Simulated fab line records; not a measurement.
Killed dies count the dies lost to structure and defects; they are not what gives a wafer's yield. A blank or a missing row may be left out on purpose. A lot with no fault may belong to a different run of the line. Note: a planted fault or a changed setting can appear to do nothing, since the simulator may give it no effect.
The tool behind it: which one? | flow nand-harc | 42 wafers from 14 lots sampled at 5 of the route's 1302 steps

WHAT THE GAUGES READ, wafer by wafer
NHARC_P_M1_CD_MEAS_09 targets a cd of 130 nm.
lot  | measured     | on        | cd-nm (nm)
L468 | day 6 08:57  | cd-sem-02 | 130.2 130.2 130.1
L469 | day 6 12:43  | cd-sem-01 | 130.7 131.6 130.0
L470 | day 6 22:37  | cd-sem-03 | 130.4 129.1 128.8
L472 | day 7 23:37  | cd-sem-03 | 130.9 129.5 130.0
L475 | day 9 07:52  | cd-sem-02 | 130.7 130.1 129.9
L476 | day 9 14:46  | cd-sem-01 | 129.5 129.2 129.9
L477 | day 10 00:49 | cd-sem-02 | 130.5 131.2 130.8
L478 | day 10 14:52 | cd-sem-01 | 144.2 145.2 145.0
L480 | day 11 03:55 | cd-sem-02 | 144.6 144.4 145.8
L485 | day 13 08:52 | cd-sem-03 | 130.0 129.1 129.8
L488 | day 14 14:39 | cd-sem-03 | 128.0 129.5 129.3
L489 | day 14 19:34 | cd-sem-02 | 129.9 128.7 129.1
L491 | day 15 14:51 | cd-sem-02 | 130.0 130.5 130.8
L490 | day 15 15:37 | cd-sem-02 | 129.7 128.7 129.8

NHARC_P_M1_CD_MEAS_16.
lot  | measured     | on        | cd-nm (nm)
L468 | day 6 09:26  | cd-sem-02 | 129.4 129.5 129.6
L469 | day 6 13:12  | cd-sem-02 | 129.4 129.6 128.4
L470 | day 6 23:06  | cd-sem-03 | 129.6 128.6 128.4
L472 | day 8 00:05  | cd-sem-02 | 130.6 130.7 129.4
L475 | day 9 08:21  | cd-sem-02 | 131.1 130.5 130.4
L476 | day 9 15:16  | cd-sem-02 | 128.0 128.6 128.0
L477 | day 10 01:19 | cd-sem-02 | 132.0 131.4 131.8
L478 | day 10 15:22 | cd-sem-01 | 144.8 146.5 145.2
L480 | day 11 04:28 | cd-sem-01 | 144.5 145.5 145.7
L485 | day 13 09:22 | cd-sem-02 | 128.6 127.3 130.5
L488 | day 14 15:11 | cd-sem-01 | 128.2 129.0 127.9
L489 | day 14 20:06 | cd-sem-02 | 128.7 127.6 127.6
L491 | day 15 15:20 | cd-sem-01 | 127.5 130.2 130.3
L490 | day 15 16:06 | cd-sem-01 | 129.5 128.7 128.3

EACH LOT AND THE TOOL THAT RAN IT (in order: tool; ch and the chambers of the sampled wafers; start)
lot  | NHARC_P_M0_PVD_21                       | NHARC_P_M0_ANNEAL_30             | NHARC_P_M1_PEB_07
L468 | pvd-sputter-03, day 6 06:43 or earlier  | rtp-anneal-02 ch 0, day 6 06:43  | litho-track-01 ch 0, day 6 08:52
L469 | pvd-sputter-01, day 6 10:35 or earlier  | rtp-anneal-01 ch 0, day 6 10:35  | litho-track-01 ch 0, day 6 12:38
L470 | pvd-sputter-01, day 6 20:23 or earlier  | rtp-anneal-01 ch 0, day 6 20:23  | litho-track-06 ch 0, day 6 22:31
L472 | pvd-sputter-01, day 7 21:22 or earlier  | rtp-anneal-02 ch 0, day 7 21:22  | litho-track-06 ch 0, day 7 23:32
L475 | pvd-sputter-01, day 9 05:41 or earlier  | rtp-anneal-02 ch 0, day 9 05:41  | litho-track-06 ch 0, day 9 07:47
L476 | pvd-sputter-01, day 9 12:37 or earlier  | rtp-anneal-02 ch 0, day 9 12:37  | litho-track-06 ch 0, day 9 14:41
L477 | pvd-sputter-01, day 9 22:36 or earlier  | rtp-anneal-02 ch 0, day 9 22:36  | litho-track-04 ch 0, day 10 00:44
L478 | pvd-sputter-02, day 10 12:40 or earlier | rtp-anneal-01 ch 0, day 10 12:40 | litho-track-06 ch 0, day 10 14:47
L480 | pvd-sputter-03, day 11 01:44 or earlier | rtp-anneal-02 ch 0, day 11 01:44 | litho-track-06 ch 0, day 11 03:51
L485 | pvd-sputter-02, day 13 06:38 or earlier | rtp-anneal-01 ch 0, day 13 06:38 | litho-track-06 ch 0, day 13 08:47
L488 | pvd-sputter-02, day 14 12:29 or earlier | rtp-anneal-02 ch 0, day 14 12:29 | litho-track-06 ch 0, day 14 14:34
L489 | pvd-sputter-01, day 14 17:23 or earlier | rtp-anneal-01 ch 0, day 14 17:23 | litho-track-06 ch 0, day 14 19:29
L491 | pvd-sputter-01, day 15 12:46 or earlier | rtp-anneal-02 ch 0, day 15 12:46 | litho-track-01 ch 0, day 15 14:46
L490 | pvd-sputter-01, day 15 13:37 or earlier | rtp-anneal-02 ch 0, day 15 13:37 | litho-track-06 ch 0, day 15 15:32
- NHARC_P_M0_PVD_21: deposits Cu, target thk 30 nm, time 20.49 s.
- NHARC_P_M0_ANNEAL_30: time 90 s.
- NHARC_P_M1_PEB_07: peb time 65 s.

AS READ BY THE TOOLS THEMSELVES (means over the sampled wafers that have a number; for cases with no such wafer, the mark the record gives instead)
NHARC_P_M0_PVD_21.
lot  | tool           | cathode-dc-power-W (W) | throttle-valve-pct (%)
L468 | pvd-sputter-03 | 5000.2                 | 30.8
L469 | pvd-sputter-01 | 4999.9                 | 29.7
L470 | pvd-sputter-01 | 5000.3                 | 30.6
L472 | pvd-sputter-01 | 5000.1                 | 29.8
L475 | pvd-sputter-01 | 4999.3                 | 30.2
L476 | pvd-sputter-01 | 4999.5                 | 29.6
L477 | pvd-sputter-01 | 5000.0                 | 30.0
L478 | pvd-sputter-02 | 4999.5                 | 30.0
L480 | pvd-sputter-03 | 5000.9                 | 31.3
L485 | pvd-sputter-02 | 5000.6                 | 29.8
L488 | pvd-sputter-02 | 5000.7                 | 30.4
L489 | pvd-sputter-01 | 5001.0                 | 30.0
L491 | pvd-sputter-01 | 5000.4                 | 29.9
L490 | pvd-sputter-01 | 5000.3                 | 30.1

NHARC_P_M0_ANNEAL_30.
lot  | tool          | wafer_temp_C_max
L468 | rtp-anneal-02 | 225.91
L469 | rtp-anneal-01 | 225.88
L470 | rtp-anneal-01 | 225.41
L472 | rtp-anneal-02 | 225.77
L475 | rtp-anneal-02 | 225.90
L476 | rtp-anneal-02 | 225.77
L477 | rtp-anneal-02 | 225.73
L478 | rtp-anneal-01 | 225.94
L480 | rtp-anneal-02 | 225.84
L485 | rtp-anneal-01 | 225.57
L488 | rtp-anneal-02 | 225.62
L489 | rtp-anneal-01 | 225.50
L491 | rtp-anneal-02 | 225.71
L490 | rtp-anneal-02 | 225.64

NHARC_P_M1_PEB_07.
lot  | tool           | heater-power-total-W (W) | plate-temp-C (C)
L468 | litho-track-01 | 156.4                    | 99.97
L469 | litho-track-01 | 156.6                    | 100.19
L470 | litho-track-06 | 156.8                    | 99.92
L472 | litho-track-06 | 156.6                    | 100.22
L475 | litho-track-06 | 156.4                    | 100.13
L476 | litho-track-06 | 156.5                    | 100.04
L477 | litho-track-04 | 156.8                    | 100.02
L478 | litho-track-06 | 167.2                    | 104.85
L480 | litho-track-06 | 167.1                    | 105.02
L485 | litho-track-06 | 156.5                    | 99.99
L488 | litho-track-06 | 156.3                    | 100.03
L489 | litho-track-06 | 156.8                    | 100.01
L491 | litho-track-01 | 156.9                    | 100.07
L490 | litho-track-06 | 156.8                    | 99.89

THE ANSWER, worked out from the rows above alone
Rule: the usual values come from the lots themselves. The widest of any qualifying gaps counts: lots, ordered by their means at a reading, are off when they make up no more than a third of the lots, leave a main group of 4 or more, and stand apart from it by 3 or more times the standard deviation of that group's means. A main group whose means are all the same, to the digits that the tables above print for the reading, isn't used. Also off: a lot with no number at a reading for which 4 or more lots have one. Where the step has rows for the other lots, those lots are counted as sound. After the gauges, taken in route order, come the tools' own readings; for these a lot's mean is taken, as printed above. The first step at which some lot is off is used, and at that step the reading that is off furthest; a lot without a number counts as furthest.
Off: L478, L480 (NHARC_P_M1_CD_MEAS_09, cd-nm). For the main group the mean is 129.9 nm and the standard deviation 0.59.
If a tool, at a process step before that reading, ran all the lots that are off and no sound lot after the first of them, it fits. Not tried: the gauges at NHARC_P_M1_CD_MEAS_09; whatever is off there is also off at NHARC_P_M1_PEB_07, on other tools, and gauge error can't account for it. With no start given for some of its lots, NHARC_P_M0_PVD_21 uses the hours and lot order of NHARC_P_M0_ANNEAL_30. Of those tried, none fits.

WHAT THE SIMULATOR PUT IN
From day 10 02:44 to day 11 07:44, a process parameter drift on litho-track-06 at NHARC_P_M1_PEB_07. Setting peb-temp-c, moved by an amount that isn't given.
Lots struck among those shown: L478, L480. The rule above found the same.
